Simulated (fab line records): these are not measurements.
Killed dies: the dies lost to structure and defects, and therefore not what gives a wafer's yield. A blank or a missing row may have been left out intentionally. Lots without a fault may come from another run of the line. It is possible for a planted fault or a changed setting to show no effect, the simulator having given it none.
Comparing a struck lot with a sound one / flow n5_finfet / 39 steps out of a route of 1938
Sound: these wafers, L965.1, L965.3, L965.5. Struck: wafer L956.2. (L956.3, L956.6 of the same lot were not struck and are left out.) The cause comes at the end.
At each step with rows: each side's tool, then ch and its chambers, then its first start. Under that, the readings that differ: sound wafers / struck wafers / difference of the means / sigmas: that difference in standard deviations of wafers without a fault.
alike: a reading whose means differ by less than 2 such deviations, as well as words and numbers matching on both sides. not compared: withheld readings; readings where some wafer has no value; bounds like >300 that might hide an equal value; numbers whose values overlap and for which the record gives no deviation.
A row with sigmas, a row that says differs or no value, or rows on one side alone: a step with any of these is where the two part. When numbers do not overlap yet have no deviation, they are printed without sigmas and do not part them. Lack of a reading on every wafer of one side parts them only where that side has two or more wafers.

first, 9 steps without rows for these wafers: N5_MOL_CONTACT_COAG_CVD_140 (deposits W, target thk 66.5 nm, time 215 s); N5_MOL_CONTACT_COAG_PRECLEAN_127 (cleans in DIW, time 57.5 s); N5_MOL_CONTACT_COAG_SRD_128 (dry time 32 s); N5_MOL_CONTACT_COAG_CMP_52 (polishes, stops on SiO2, t overpolish 1.5 s, target thk 66.5 nm); N5_MOL_CONTACT_COAG_ANNEAL_112 (time 1800 s); N5_BEOL_M0_SAQP_PECVD_00 (deposits SiCN from 3MS/NH3, target thk 8 nm, time 14 s); N5_BEOL_M0_SAQP_ILD_DEP_01 (deposits SiOC from DEMS/O2, target thk 45.419 nm, time 8.7 s); N5_BEOL_M0_SAQP_HM_DEP_02 (deposits TiN, target thk 12 nm); N5_BEOL_M0_SAQP_PECVD_03 (deposits SiCN from 3MS/NH3, target thk 12 nm, time 21.1 s).
N5_BEOL_M0_SAQP_PECVD_96: deposits a-Si from SiH4/He, target thk 45 nm, time 45.2 s.
  sound on pecvd-04 ch 0,1,2, day 11 08:24; struck on pecvd-02 ch 1, day 9 02:37
reading=run_length_s (s); sound=82.5 81.0 82.1; struck=79.8; difference=-2.1; sigmas=-3
reading=model.a-Si_of_BEOL_M0_SAQP_PECVD_96.thk_nm (nm); sound=44.8 45.2 45.2; struck=43.2; difference=-1.9; sigmas=
  alike: heater_power_w, showerhead_plenum_p_Torr, throttle_valve_pct
then, 25 steps without rows for these wafers: N5_BEOL_M0_SAQP_PECVD_97 (deposits SiNx from SiH4/NH3/N2, target thk 23 nm, time 19.9 s); N5_BEOL_M0_SAQP_PECVD_04 (deposits a-Si from SiH4/He, target thk 60 nm, time 60.2 s); N5_BEOL_M0_SAQP_HM_DEP_111 (deposits SiO2 from SiH4/N2O, target thk 12 nm, time 7.2 s); N5_BEOL_M0_SAQP_COAT_81 (time 60 s, resist thk 100 nm); N5_BEOL_M0_SAQP_COAT_82 (time 60 s, resist thk 30 nm); N5_BEOL_M0_SAQP_COAT_08 (resist thk 90 nm); N5_BEOL_M0_SAQP_EBR_10; N5_BEOL_M0_SAQP_SOFTBAKE_09 (time 60 s); N5_BEOL_M0_SAQP_EXPOSE_11 (exposes mask M0 CORE, target cd 42 nm); N5_BEOL_M0_SAQP_PEB_12 (peb time 60 s); N5_BEOL_M0_SAQP_DEVELOP_13 (develop time 30 s); N5_BEOL_M0_SAQP_DESCUM_19 (chemistry O2, time 7.9 s); N5_BEOL_M0_SAQP_ETCH_83 (etches SiARC in CF4, target depth 39 nm, time 65 s); N5_BEOL_M0_SAQP_ETCH_84 (etches SOC in N2/H2, target depth 100 nm, overetch 20 nm, time 150 s); N5_BEOL_M0_SAQP_STRIP_80 (strips in N2/H2); N5_BEOL_M0_SAQP_HM_OPEN_112 (chemistry CHF3/O2, target SiO2, stops on a-Si, target depth 12 nm, time 13.5 s); N5_BEOL_M0_SAQP_STRIP_113 (strips in CHF3/O2); N5_BEOL_M0_SAQP_MANDREL_ETCH_20 (etches a-Si in HBr/Cl2, stops on SiNx, target depth 60 nm, bt time 10 s, time 30 s); N5_BEOL_M0_SAQP_STRIP_86 (strips in N2/H2); N5_BEOL_M0_SAQP_STRIP_115 (strips in post etch residue remover, time 60 s); N5_BEOL_M0_SAQP_SRD_93 (time 30 s); N5_BEOL_M0_SAQP_RECESS_114 (chemistry HF/NH3, target SiO2, target depth 14.4 nm, afs cycles 3, sublimation time 60 s); N5_BEOL_M0_SAQP_SPACER1_ALD_98 (deposits SiO2, target thk 12.8 nm, pulse time 1 s, purge time 2 s); N5_BEOL_M0_SAQP_SPACER1_ETCHBACK_99 (etches SiO2 in CHF3/O2, target depth 15.4 nm, time 7.7 s); N5_BEOL_M0_SAQP_MANDREL1_REMOVE_100 (chemistry HBr/Cl2/O2, target a-Si, stops on SiNx, bt time 10 s).
N5_BEOL_M0_SAQP_MANDREL_ETCH_103: etches a-Si in HBr/Cl2, stops on SiCN, target depth 45 nm, bt time 10 s, time 27 s.
  sound on rie_si-01 ch 0,1,2, day 11 10:46; struck on rie_si-01 ch 1, day 9 05:08
reading=model.etch.depth_nm (nm); sound=44.85 45.16 45.25; struck=43.19; difference=-1.90; sigmas=
  alike: drypump_motor_current_A, oes_product_au, throttle_valve_pct
  not compared: rf_hours_counter_h
N5_BEOL_M0_SAQP_SPACER2_ALD_26: deposits SiO2, target thk 15 nm, pulse time 1 s, purge time 2 s.
  sound on ald_sin-04 ch 1,2,3, day 11 11:36; struck on ald_sin-01 ch 2, day 9 06:41
reading=model.a-Si_of_BEOL_M0_SAQP_PECVD_96.thk_nm (nm); sound=44 44.4 44.4; struck=42.4; difference=-1.9; sigmas=
  alike: heater_power_w, precursor_pulse_height_rel
-- here the record skips 4 days between the struck wafers' starts before and after, leaving off in module BEOL_M0_SAQP and picking up in module BEOL_M4 (first step shown: number 1111 of the route) --
N5_BEOL_M4_RC_MEAS_101:
  sound on prober-02 ch 0, day 14 08:19; struck on prober-01 ch 0, day 13 06:39
  alike: DIBL_N, DIBL_P, IOFF_N, IOFF_P, ION_N, ION_P, SS_N, SS_P, VT_N, VT_P
-- a jump in the record: the struck wafers' starts before and after are 5 days apart (it breaks off in module BEOL_M4 and resumes in module PASSIVATION, where the first step shown is number 1936 of the route) --
N5_PASSIVATION_PROBE_49:
  sound: prober-02 at day 19 04:39; struck: prober-01 at day 18 00:53
  alike: defect_limited_yield, killed_at_M0_to_M3, killed_at_M4_up, killed_at_contacts, killed_at_front_end, killed_at_other, killed_dies, killed_open, killed_short, sort_bin_5_function, sort_bin_6_memory, sort_bin_8_speed, sort_n_pass, sort_yield_pct

WHERE THEY PART
At N5_BEOL_M0_SAQP_PECVD_96 and nowhere else, as far as this record goes. Later steps at which nothing parts them and some readings are alike: N5_BEOL_M0_SAQP_MANDREL_ETCH_103, N5_BEOL_M0_SAQP_SPACER2_ALD_26, N5_BEOL_M4_RC_MEAS_101, N5_PASSIVATION_PROBE_49.

WHY: the cause the simulator had injected
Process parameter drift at N5_BEOL_M0_SAQP_PECVD_96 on pecvd-02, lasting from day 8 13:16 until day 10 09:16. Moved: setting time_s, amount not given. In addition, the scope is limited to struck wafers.
